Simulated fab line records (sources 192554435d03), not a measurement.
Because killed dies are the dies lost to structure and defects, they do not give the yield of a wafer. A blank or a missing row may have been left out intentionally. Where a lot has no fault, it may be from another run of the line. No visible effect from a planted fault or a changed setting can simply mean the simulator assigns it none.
A lot that was struck, set against a sound lot | flow n5 finfet | 16 steps out of a route of 1938
Sound: the wafers L218.1, L218.2, L218.3. Struck: wafer L235.5; the same lot's L235.4 was not struck, so it is left out; see the end for the cause.
Per side, at each step with rows, come the tool, then ch with its chambers, and then its first start. Under that, the readings that differ: sound wafers | struck wafers | difference of the means | sigmas: that difference in standard deviations of wafers without a fault.
alike: readings with means less than 2 such deviations apart, plus words and numbers identical on both sides. not compared: withheld readings, readings lacking a value on some wafer, bounds such as >300 that could conceal the same value, and numbers that have no deviation in the record and whose values overlap.
Wherever a step has rows on one side only, a row that says differs or no value, or a row with sigmas, the two part there. Numbers that have no deviation but don't overlap get no sigmas and don't part them. A reading missing from all wafers of one side parts the sides only when that side holds two or more wafers.

first, 1 step without rows for these wafers: N5_BEOL_M4_SPUTTER_90 (material Cu, target thk 4.5 nm, time 8.29 s).
N5_BEOL_M4_ANNEAL_91: time 240 s.
  sound on pvd sputter-03 at day 8 03:07; struck on pvd sputter-03 at day 12 09:29
  alike: heater power w
N5_BEOL_M4_SPUTTER_92: material Cu, target thk 4.5 nm, time 8.29 s.
  sound on pvd sputter-03 at day 8 03:15; struck on pvd sputter-03 at day 12 09:38
  alike: throttle valve pct
N5_BEOL_M4_ANNEAL_93: time 240 s.
  sound on pvd sputter-03 at day 8 03:20; struck on pvd sputter-03 at day 12 09:43
  alike: heater power w
then, 5 steps without rows for these wafers: N5_BEOL_M4_SPUTTER_94 (material Cu, target thk 4.5 nm, time 8.29 s); N5_BEOL_M4_ANNEAL_95 (time 240 s); N5_BEOL_M4_SPUTTER_96 (material Cu, target thk 4.5 nm, time 8.29 s); N5_BEOL_M4_ECD_50 (material Cu, target thk 300 nm); N5_BEOL_M4_ANNEAL_51 (time 90 s).
N5_BEOL_M4_CMP_52: polishes, stops on SiOC, t overpolish 6.8 s, target thk 40 nm.
  sound on cmp-04 ch 0,2,3, day 8 09:32; struck on cmp-02 ch 3, day 12 10:34
  reading                      | sound          | struck | difference | sigmas
  barrier field endpoint s (s) | 23.7 23.8 23.7 | 25.0   | +1.3       | +2
  alike: motor current A, overpolish run s, time to endpoint s
N5_BEOL_M4_THK_MEAS_53: measures by xrf.
  sound on film metro-01 at day 8 09:49; struck on film metro-02 at day 12 10:52
  alike: M4_THK
N5_BEOL_M4_PRE_CLEAN_60: time 15 s.
  sound on cvd co-01 ch 0,1,2, day 8 09:52; struck on cvd co-01 ch 0, day 12 10:56
  alike: heater power w
N5_BEOL_M4_CO_CAP_55: material Co, precursor CCTBA/H2, target thk 2 nm, time 102.1 s.
  sound on cvd co-01 ch 0,1,2, day 8 09:54; struck on cvd co-01 ch 0, day 12 10:59
  reading                                   | sound             | struck | difference | sigmas
  run length s (s)                          | 124.1 125.7 125.6 | 176.6  | +51.5      | +99 or more
  model.Co_of_BEOL_M4_CO_CAP_55.thk nm (nm) | 2 2.2 2.2         | 2.8    | +0.7       |
  alike: heater power w
then, 1 step without rows for these wafers: N5_BEOL_M4_PRE_CLEAN_56 (time 15 s).
N5_BEOL_M4_RC_MEAS_101:
  sound on prober-02 ch 0, day 8 10:08; struck on prober-01 ch 0, day 12 11:41
  alike: DIBL_N, DIBL_P, IOFF_N, IOFF_P, ION_N, ION_P, SS_N, SS_P, VT_N, VT_P
-- a jump in the record: the struck wafers' starts before and after are 4 days apart (it breaks off in module BEOL_M4 and resumes in module PASSIVATION, where the first step shown is number 1936 of the route) --
N5_PASSIVATION_PROBE_49:
  sound on prober-02 at day 12 16:12; struck on prober-01 at day 16 19:53
  alike: defect limited yield, killed_at_M0_to_M3, killed_at_M4_up, killed at contacts, killed at front end, killed at other, killed dies, killed open, killed short, sort_bin_5_function, sort_bin_6_memory, sort_bin_8_speed, sort n pass, sort yield pct

## WHERE THEY PART
First at N5_BEOL_M4_CMP_52; last, within this record, at N5_BEOL_M4_CO_CAP_55. Later steps at which nothing parts them and some readings are alike: N5_BEOL_M4_RC_MEAS_101, N5_PASSIVATION_PROBE_49.

WHY: what had been put in by the simulator
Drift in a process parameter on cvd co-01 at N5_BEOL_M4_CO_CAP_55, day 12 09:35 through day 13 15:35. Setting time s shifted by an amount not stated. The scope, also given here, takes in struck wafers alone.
